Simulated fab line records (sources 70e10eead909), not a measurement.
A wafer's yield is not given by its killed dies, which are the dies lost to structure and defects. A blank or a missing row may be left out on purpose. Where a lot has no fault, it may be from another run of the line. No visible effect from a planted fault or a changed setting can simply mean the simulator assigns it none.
A single fault, viewed from 3 desks | flow nand_harc | numbers are kept per desk, each desk with only its own; the story behind them comes last

## FROM THE METROLOGY DESK
What the gauges read for every lot (on any tool): the sampled wafers with a number, averaged. Any lot whose mean is over 4 standard deviations away from the usual mean is out of limits and marked OUT; that distance is given in the brackets.
Columns: A = cd_nm at NHARC_A_M0_CD_MEAS_09, usual 79.7 nm; B = overlay_x_nm at NHARC_A_M0_OVL_MEAS_10, usual -0.3 nm; C = overlay_y_nm at NHARC_A_M0_OVL_MEAS_10, usual 0.0 nm; D = cd_nm at NHARC_A_M0_CD_MEAS_16, usual 79.6 nm
lot  | first seen here | A    | B    | C    | D
L381 | day 24 06:01    | 79.9 | -1.7 | 0.9  | 79.9
L383 | day 25 06:22    | 79.9 | -1.2 | 1.6  | 79.4
L391 | day 29 14:10    | 80.8 | 0.3  | -0.9 | 80.7
L393 | day 29 15:37    | 80.7 | -1.1 | 0.3  | 80.5
L397 | day 30 12:38    | 80.6 | 0.7  | -1.0 | 80.4
L399 | day 32 15:19    | 79.4 | 1.0  | -0.3 | 79.3
Finding of this desk: none of the 6 lots has anything out of limits.

## THE DEFECT DESK
Per lot, the means of the sampled wafers with a number show what the inspections along the route counted. Any lot whose mean is over 4 standard deviations away from the usual mean is out of limits and marked OUT; that distance is given in the brackets.
Columns: A = raw_defect_count at NHARC_A_BLC_INSPECT_28, usual 510; B = raw_defect_count at NHARC_A_M0_INSPECT_11, usual 93
lot  | first seen here | A   | B
L381 | day 24 05:08    | 403 | 23
L383 | day 25 05:28    | 490 | 112
L391 | day 29 13:12    | 292 | 26
L393 | day 29 14:43    | 519 | 83
L397 | day 30 11:45    | 478 | 78
L399 | day 32 14:25    | 445 | 128
Finding of this desk: none of the 6 lots has anything out of limits.

## AT THE TOOL OWNER'S DESK: litho_track-06
The tool's own readings at NHARC_A_M0_PEB_07 (peb time 65 s): means of the sampled wafers that have a number, for each lot that ran on this tool. Any lot whose mean is over 4 standard deviations away from the usual mean is out of limits and marked OUT; that distance is given in the brackets.
Columns: A = chill_plate_temp_C at NHARC_A_M0_PEB_07, usual 22.99 C
lot  | first seen here | A
L381 | day 24 05:56    | 23.11
L391 | day 29 14:05    | 22.92
L393 | day 29 15:32    | 22.94
Finding of this desk: none of the 3 lots has anything out of limits.

## ALL TOGETHER
Metrology desk: nothing out of limits seen.
Nothing out of limits was seen by the defect desk.
The desk of the tool owner found nothing out of limits.

## WHAT THE SIMULATOR HAD INSERTED
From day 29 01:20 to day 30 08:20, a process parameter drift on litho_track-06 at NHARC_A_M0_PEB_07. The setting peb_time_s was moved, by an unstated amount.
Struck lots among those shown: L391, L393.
